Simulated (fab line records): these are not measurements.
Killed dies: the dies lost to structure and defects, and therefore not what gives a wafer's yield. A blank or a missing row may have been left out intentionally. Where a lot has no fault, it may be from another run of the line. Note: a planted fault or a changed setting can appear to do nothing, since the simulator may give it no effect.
Chamber matching | flow nandHarc | NHARC_A_CHANNEL_HOLE_D1_DESCUM_15 on rieDiel-03 has 4 sister chambers
The step chemistry O2, time 3 s. 16 wafers are shown with their chamber, then 8 later ones without.

EACH WAFER AND ITS CHAMBER
wafer  | chamber | drypumpMotorCurrentA (A) | showerheadPlenumPTorr (Torr) | oesProductAu (a.u.)
L333.1 | 0       | 5.7                      | 1.82                         | 0.982
L333.2 | 3       | 6.2                      | 1.92                         | 0.985
L333.5 | 3       | 6.2                      | 1.92                         | 0.981
L335.1 | 1       | 6.7                      | 1.95                         | 0.987
L335.2 | 2       | 5.9                      | 1.81                         | 1.014
L335.5 | 3       | 6.2                      | 1.92                         | 0.987
L340.2 | 3       | 6.2                      | 1.92                         | 0.991
L340.4 | 2       | 5.9                      | 1.81                         | 1.015
L340.6 | 3       | 6.2                      | 1.91                         | 0.990
L348.1 | 3       | 6.2                      | 1.91                         | 0.979
L348.2 | 0       | 5.7                      | 1.81                         | 0.992
L348.3 | 1       | 6.6                      | 1.94                         | 1.001
L351.3 | 1       | 6.6                      | 1.94                         | 1.003
L351.5 | 1       | 6.7                      | 1.94                         | 0.995
L351.6 | 0       | 5.7                      | 1.81                         | 0.987
L352.1 | 2       | 5.9                      | 1.80                         | 0.998

SIGNATURES (means of the wafers above)
reading               | chamber 0 | chamber 1 | chamber 2 | chamber 3 | scatter within a chamber
drypumpMotorCurrentA  | 5.700     | 6.650     | 5.900     | 6.200     | 0.0289
showerheadPlenumPTorr | 1.8133    | 1.9425    | 1.8067    | 1.9167    | 0.00534
oesProductAu          | 0.98700   | 0.99650   | 1.00900   | 0.98550   | 0.00647
Rule: for a wafer and a chamber, the distance is found by dividing, reading by reading, the gap between the wafer's reading and the chamber's mean by the reading's scatter, squaring, summing and taking the root. The wafer belongs to the nearest chamber; if the next one is less than 2 further off, it can't be placed. How the scatter is found: for the shown wafers, subtract from each reading the mean of its chamber, square and add these, divide the total by (wafers less chambers), then take the root.

WAFERS WHOSE CHAMBER IS MISSING
wafer  | drypumpMotorCurrentA (A) | showerheadPlenumPTorr (Torr) | oesProductAu (a.u.)
L352.4 | 6.2                      | 1.91                         | 0.969
L352.5 | 6.6                      | 1.94                         | 1.013
L353.1 | 6.2                      | 1.91                         | 0.973
L353.4 | 5.7                      | 1.81                         | 0.993
L353.5 | 5.7                      | 1.81                         | 0.985
L354.4 | 5.7                      | 1.81                         | 0.984
L354.5 | 6.7                      | 1.94                         | 0.989
L354.6 | 5.9                      | 1.80                         | 0.986

CHAMBER TAKEN BY EACH
wafer  | from the rows above | in truth
L352.4 | 3                   | 3
L352.5 | 1                   | 1
L353.1 | 3                   | 3
L353.4 | 0                   | 0
L353.5 | 0                   | 0
L354.4 | 0                   | 0
L354.5 | 1                   | 1
L354.6 | 2                   | 2
Correctly placed: 8 of 8. Number that these rows cannot place: 0. 0 placed wrongly.
